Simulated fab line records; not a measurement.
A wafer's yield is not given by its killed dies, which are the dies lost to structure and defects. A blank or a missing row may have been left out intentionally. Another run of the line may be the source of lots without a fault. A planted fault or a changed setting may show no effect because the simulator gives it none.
Check of tool commonality -- flow n5 finfet -- 10 lots and 26 wafers in the sample

## WHY IT WAS OPENED
Flagged at N5_MOL_CONTACT_COAG_INSPECT_42: reading raw defect count, on 3 of 10 lots. Wafers without a fault read 203, standard deviation 49.
Rule: flag the lot when none of its wafers has a number, or when each of its wafers that has one lies beyond 4 standard deviations from that mean. As for the other lots, they are considered sound.

lot,measured,on,"raw defect count, wafer by wafer",flag
L998,day 7 08:03,defect inspect-01,239 171 156,
L101,day 8 06:49,defect inspect-01,622 574 636,FLAGGED
L102,day 8 09:05,defect inspect-01,534 561 573,FLAGGED
L103,day 8 12:43,defect inspect-02,630 530 525,FLAGGED
L104,day 8 15:52,defect inspect-01,161 136,
L106,day 9 05:32,defect inspect-02,129 116,
L107,day 9 08:35,defect inspect-02,270 223,
L108,day 9 16:58,defect inspect-02,163 121 226,
L109,day 9 21:08,defect inspect-02,161 227,
L113,day 11 01:56,defect inspect-02,184 177 158,
The mean of the flagged lots' numbers is 576, +373 from the usual (+8 standard deviations).

## WHICH TOOL EACH LOT WENT THROUGH
Before the reading, the record contains 3 process steps out of a 1938-step route. Cell contents, in order: the tool; ch with the chambers the sampled wafers went through; the start.
lot,flag,N5_MOL_CONTACT_COAG_ETCHBACK_132,N5_MOL_CONTACT_COAG_ETCH_91,N5_MOL_CONTACT_COAG_STRIP_119
L998,,"rie diel-01 ch 0,1,2, day 7 07:09","rie diel-01 ch 0,1,2, day 7 07:11","plasma asher-02 ch 0,1, day 7 07:30"
L101,FLAGGED,"rie diel-01 ch 1,3, day 8 05:55","rie diel-01 ch 1,3, day 8 05:56","plasma asher-01 ch 0,1, day 8 06:15"
L102,FLAGGED,"rie diel-01 ch 2,3, day 8 08:10","rie diel-01 ch 2,3, day 8 08:13","plasma asher-02 ch 0,1, day 8 08:32"
L103,FLAGGED,"rie diel-01 ch 0,1, day 8 11:41","rie diel-01 ch 0,1, day 8 11:43","plasma asher-01 ch 0,1, day 8 12:02"
L104,,"rie diel-05 ch 0,1, day 8 14:51","rie diel-05 ch 0,1, day 8 14:54","plasma asher-01 ch 0,1, day 8 15:13"
L106,,"rie diel-04 ch 0,1, day 9 04:38","rie diel-04 ch 0,1, day 9 04:40","plasma asher-01 ch 0,1, day 9 04:59"
L107,,"rie diel-04 ch 1,2, day 9 07:42","rie diel-04 ch 1,2, day 9 07:46","plasma asher-02 ch 0, day 9 08:03"
L108,,"rie diel-04 ch 2, day 9 15:26","rie diel-04 ch 2, day 9 15:34","plasma asher-02 ch 0,1, day 9 16:25"
L109,,"rie diel-05 ch 0,2, day 9 20:14","rie diel-05 ch 0,2, day 9 20:16","plasma asher-02 ch 1, day 9 20:35"
L113,,"rie diel-05 ch 2,3, day 11 00:55","rie diel-05 ch 2,3, day 11 00:56","plasma asher-01 ch 1, day 11 01:15"
These steps, and what they do:
- N5_MOL_CONTACT_COAG_ETCHBACK_132: etches SiO2 in CHF3, target depth 10 nm, time 6.7 s.
- N5_MOL_CONTACT_COAG_ETCH_91: etches SOC in N2/H2, target depth 60 nm, overetch 21 nm, time 101.2 s.
- N5_MOL_CONTACT_COAG_STRIP_119: strips in N2/H2, time 30 s.
- N5_MOL_CONTACT_COAG_INSPECT_42: inspects for defects (brightfield).

## FLAGGED OVER TOTAL, TOOL BY TOOL (the gauges that took the reading come last)
step,tool,lots run,flagged,share of the flagged lots,sound lots run after its first flagged lot
N5_MOL_CONTACT_COAG_ETCHBACK_132,rie diel-01,4,3,all,0
N5_MOL_CONTACT_COAG_ETCHBACK_132,rie diel-04,3,0,none,-
N5_MOL_CONTACT_COAG_ETCHBACK_132,rie diel-05,3,0,none,-
N5_MOL_CONTACT_COAG_ETCH_91,rie diel-01,4,3,all,0
N5_MOL_CONTACT_COAG_ETCH_91,rie diel-04,3,0,none,-
N5_MOL_CONTACT_COAG_ETCH_91,rie diel-05,3,0,none,-
N5_MOL_CONTACT_COAG_STRIP_119,plasma asher-01,5,2,some,"3 (L104,L106,L113)"
N5_MOL_CONTACT_COAG_STRIP_119,plasma asher-02,5,1,some,"3 (L107,L108,L109)"
N5_MOL_CONTACT_COAG_INSPECT_42,defect inspect-01,4,2,some,1 (L104)
N5_MOL_CONTACT_COAG_INSPECT_42,defect inspect-02,6,1,some,"5 (L106,L107,L108,L109,L113)"

## WHAT THE TABLE PERMITS
In 2 table rows, all flagged lots were run: rie diel-01 (N5_MOL_CONTACT_COAG_ETCHBACK_132), rie diel-01 (N5_MOL_CONTACT_COAG_ETCH_91).
- rie diel-01 at N5_MOL_CONTACT_COAG_ETCHBACK_132: 3 of its 4 lots flagged. Last sound lot L998 at day 7 07:09, first flagged lot L101 at day 8 05:55; a fault beginning in between fits.
- rie diel-01 at N5_MOL_CONTACT_COAG_ETCH_91: 3 of its 4 lots flagged. Last sound lot L998 at day 7 07:11, first flagged lot L101 at day 8 05:56; a fault beginning in between fits.
One tool is left: rie diel-01 at N5_MOL_CONTACT_COAG_ETCHBACK_132 and N5_MOL_CONTACT_COAG_ETCH_91.

## WHAT HAD BEEN PUT IN BY THE SIMULATOR
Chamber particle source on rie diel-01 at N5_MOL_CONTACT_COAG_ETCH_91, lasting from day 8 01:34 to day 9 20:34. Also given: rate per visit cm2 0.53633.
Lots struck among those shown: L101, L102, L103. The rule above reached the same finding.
